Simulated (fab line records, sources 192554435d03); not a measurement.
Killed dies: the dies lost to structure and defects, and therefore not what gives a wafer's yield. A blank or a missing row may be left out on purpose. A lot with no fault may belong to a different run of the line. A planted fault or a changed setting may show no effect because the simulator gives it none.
Chamber matching | flow n5Finfet | N5_STI_FIN_REVEAL_ETCHBACK_08 on rieDiel-02: 4 sister chambers
The step etches SiO2 in C4F6/O2, target depth 30.5 nm, time 10.167 s. 20 wafers are shown with their chamber, then 10 later ones without.

## WAFERS PAIRED WITH THEIR CHAMBERS
wafer  | chamber | showerheadPlenumPTorr (Torr) | drypumpMotorCurrentA (A) | rfVppV (V)
L074.4 | 2       | 3.01                         | 5.8                      | 654
L074.5 | 2       | 3.01                         | 5.8                      | 656
L074.6 | 3       | 2.78                         | 4.7                      | 663
L076.1 | 3       | 2.77                         | 4.7                      | 666
L076.3 | 1       | 2.89                         | 5.6                      | 663
L076.4 | 0       | 2.93                         | 5.8                      | 660
L078.1 | 2       | 3.01                         | 5.7                      | 653
L078.2 | 1       | 2.89                         | 5.6                      | 663
L078.4 | 2       | 3.01                         | 5.7                      | 654
L082.1 | 0       | 2.93                         | 5.8                      | 657
L082.4 | 2       | 3.01                         | 5.7                      | 654
L082.6 | 2       | 3.01                         | 5.8                      | 656
L083.1 | 0       | 2.92                         | 5.8                      | 660
L083.2 | 3       | 2.77                         | 4.8                      | 664
L083.5 | 0       | 2.92                         | 5.8                      | 659
L085.2 | 0       | 2.92                         | 5.8                      | 658
L085.5 | 0       | 2.92                         | 5.8                      | 658
L085.6 | 1       | 2.88                         | 5.6                      | 663
L087.3 | 0       | 2.92                         | 5.8                      | 659
L087.4 | 3       | 2.76                         | 4.7                      | 662

SIGNATURES, as means of the wafers listed above
reading               | chamber 0 | chamber 1 | chamber 2 | chamber 3 | scatter within a chamber
showerheadPlenumPTorr | 2.9229    | 2.8867    | 3.0100    | 2.7700    | 0.00506
drypumpMotorCurrentA  | 5.800     | 5.600     | 5.750     | 4.725     | 0.0375
rfVppV                | 658.71    | 663.00    | 654.50    | 663.75    | 1.22
Rule: for a wafer and a chamber, the distance is found by dividing, reading by reading, the gap between the wafer's reading and the chamber's mean by the reading's scatter, squaring, summing and taking the root. The wafer belongs to the nearest chamber; if the next one is less than 2 further off, it can't be placed. The scatter is the square root of a quotient: the sum, over the shown wafers, of each reading's squared deviation from its chamber's mean, divided by wafers minus chambers.

## WAFERS WITHOUT THEIR CHAMBER
wafer  | showerheadPlenumPTorr (Torr) | drypumpMotorCurrentA (A) | rfVppV (V)
L087.6 | 2.76                         | 4.7                      | 666
L088.3 | 3.00                         | 5.8                      | 655
L088.5 | 2.88                         | 5.6                      | 662
L088.6 | 3.00                         | 5.7                      | 654
L089.4 | 3.00                         | 5.8                      | 655
L089.5 | 2.76                         | 4.7                      | 664
L089.6 | 2.92                         | 5.8                      | 658
L092.1 | 2.99                         | 5.8                      | 655
L092.3 | 2.87                         | 5.6                      | 661
L092.6 | 2.76                         | 4.7                      | 663

## CHAMBER TAKEN BY EACH
wafer  | from the rows above | in truth
L087.6 | 3                   | 3
L088.3 | 2                   | 2
L088.5 | 1                   | 1
L088.6 | 2                   | 2
L089.4 | 2                   | 2
L089.5 | 3                   | 3
L089.6 | 0                   | 0
L092.1 | 2                   | 2
L092.3 | 1                   | 1
L092.6 | 3                   | 3
10 of 10 placed correctly. Not placeable from these rows: 0. Number placed wrongly: 0.
